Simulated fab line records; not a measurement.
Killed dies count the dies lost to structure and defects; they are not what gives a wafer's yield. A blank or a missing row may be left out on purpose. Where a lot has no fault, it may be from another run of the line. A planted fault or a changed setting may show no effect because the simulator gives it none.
Matching of chambers -- flow n5-finfet -- ald-metal-04 running N5_HKMG_FIN_NWFM_ALD_20: 4 sister chambers
The step deposits TiAlC, target thk 2 nm, pulse time 3 s, purge time 2 s. 16 wafers are shown with their chamber, then 8 later ones without.

## EACH WAFER AND ITS CHAMBER
wafer,chamber,heater-power-w (W),precursor-pulse-height-rel
L077.2,1,442,0.984
L077.3,0,447,1.015
L077.4,2,478,1.011
L078.3,2,467,1.002
L078.4,3,457,0.997
L078.6,1,444,1.009
L083.1,1,442,0.995
L083.3,3,456,1.005
L083.6,3,449,1.022
L085.4,3,460,1.025
L085.5,3,458,0.987
L085.6,0,465,0.980
L086.2,0,464,0.989
L086.4,2,469,1.004
L086.6,1,447,0.990
L093.1,0,453,0.994

SIGNATURES (averages over the wafers above)
reading,chamber 0,chamber 1,chamber 2,chamber 3,scatter within a chamber
heater-power-w,457.25,443.75,471.33,456.00,5.66
precursor-pulse-height-rel,0.99450,0.99450,1.00567,1.00720,0.0132
Rule: a wafer lies at a distance from a chamber equal to the root of the sum of squares, over the readings, of (its reading less the chamber's mean, divided by the reading's scatter). The wafer belongs to the nearest chamber; if the next one is less than 2 further off, it can't be placed. The scatter: take each reading less its chamber's mean, square it, sum over the shown wafers, divide by the number of wafers less the number of chambers, and take the root.

## WAFERS WITH NO CHAMBER GIVEN
wafer,heater-power-w (W),precursor-pulse-height-rel
L093.4,473,0.992
L093.6,457,0.985
L095.3,440,0.990
L095.5,448,1.030
L095.6,451,1.001
L096.2,479,1.007
L096.3,465,1.000
L096.5,457,1.009

## WHICH CHAMBER EACH WENT THROUGH
wafer,from the rows above,in truth
L093.4,can't be placed: 2 or 0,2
L093.6,can't be placed: 0 or 3 or 1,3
L095.3,1,1
L095.5,can't be placed: 3 or 1 or 0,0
L095.6,can't be placed: 3 or 0 or 1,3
L096.2,2,2
L096.3,can't be placed: 2 or 0 or 3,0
L096.5,can't be placed: 3 or 0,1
2 of 8 placed correctly. These rows do not allow placing 6 (true chamber among the candidates in 5). Wrongly placed: 0.
